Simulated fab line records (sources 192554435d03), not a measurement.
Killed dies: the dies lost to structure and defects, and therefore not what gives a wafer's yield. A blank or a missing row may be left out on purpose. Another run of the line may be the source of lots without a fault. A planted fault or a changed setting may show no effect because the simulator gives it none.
Matching of chambers | flow n5_finfet | pecvd-01 running N5_FIN_SAQP_PECVD_47: 3 sister chambers
The step deposits a-Si from SiH4/He, target thk 45 nm, time 36.3 s. 6 wafers are shown with their chamber, then 11 later ones without.

== WAFERS WITH THEIR CHAMBER ==
wafer  | chamber | showerhead_plenum_p_Torr (Torr) | showerhead_vpp_V (V)
L083.1 | 1       | 5.62                            | 679
L085.5 | 0       | 5.75                            | 544
L091.1 | 1       | 5.63                            | 680
L091.2 | 2       | 5.61                            | 609
L091.4 | 2       | 5.62                            | 603
L092.4 | 0       | 5.76                            | 554

== WAFERS MISSING THEIR CHAMBER ==
wafer  | showerhead_plenum_p_Torr (Torr) | showerhead_vpp_V (V)
L092.5 | 5.62                            | 679
L092.6 | 5.60                            | 607
L093.2 | 5.76                            | 538
L093.3 | 5.60                            | 603
L093.5 | 5.61                            | 613
L096.1 | 5.62                            | 690
L096.5 | 5.64                            | 696
L096.6 | 5.60                            | 599
L097.1 | 5.61                            | 684
L097.3 | 5.59                            | 603
L097.5 | 5.61                            | 606

== THE CHAMBER EACH PASSED THROUGH ==
wafer  | from the rows above | in truth
L092.5 | 1                   | 1
L092.6 | 2                   | 2
L093.2 | 0                   | 0
L093.3 | 2                   | 2
L093.5 | 2                   | 2
L096.1 | 1                   | 1
L096.5 | 1                   | 1
L096.6 | 2                   | 2
L097.1 | 1                   | 1
L097.3 | 2                   | 2
L097.5 | 2                   | 2
11 of 11 placed correctly. Left unplaced by these rows: 0. Number placed wrongly: 0.
How it was worked out, from the rows above alone: a wafer's distance from a chamber is the root of the sum, over the readings, of the square of ((its reading less the chamber's mean) divided by the reading's scatter). If the next closest chamber is less than 2 further off than the closest, the wafer can't be placed; otherwise it belongs to the closest. The mean given for a chamber averages the wafers shown for that chamber. The scatter is the square root of a quotient: the sum, over the shown wafers, of each reading's squared deviation from its chamber's mean, divided by wafers minus chambers.
